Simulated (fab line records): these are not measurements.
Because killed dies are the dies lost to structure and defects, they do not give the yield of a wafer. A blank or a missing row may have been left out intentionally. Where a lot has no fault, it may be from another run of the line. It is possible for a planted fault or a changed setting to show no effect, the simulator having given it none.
Matching of chambers -- flow nand-harc -- NHARC_A_SLIT_DESCUM_14 on rie-diel-03 has 4 sister chambers
The step chemistry O2, time 3 s. 4 wafers are shown with their chamber, then 9 later ones without.

WAFERS, EACH WITH ITS CHAMBER
wafer,chamber,showerhead-plenum-p-Torr (Torr)
L077.5,1,1.98
L082.1,3,2.03
L082.4,2,1.83
L082.5,0,1.90

WAFERS WITHOUT THEIR CHAMBER
wafer,showerhead-plenum-p-Torr (Torr)
L084.2,1.90
L084.4,1.98
L084.6,1.90
L096.3,1.83
L096.5,1.83
L096.6,2.03
L097.1,1.89
L097.2,2.03
L097.4,1.83

WHICH CHAMBER EACH ONE RAN IN
wafer,from the rows above,in truth
L084.2,0,0
L084.4,1,1
L084.6,0,0
L096.3,2,2
L096.5,2,2
L096.6,3,3
L097.1,0,0
L097.2,3,3
L097.4,2,2
Correct placement for 9 of the 9. Can't be placed from these rows: 0. Wrongly placed: 0.
How it was worked out, from the rows above alone: a wafer's distance from a chamber is the root of the sum, over the readings, of the square of ((its reading less the chamber's mean) divided by the reading's scatter). The wafer belongs to the nearest chamber; if the next one is less than 2 further off, it can't be placed. A chamber's mean is the mean of its shown wafers. The scatter (one wafer shown for each chamber): square how far every hidden wafer sits from the nearest shown wafer, average those squares and take the square root.
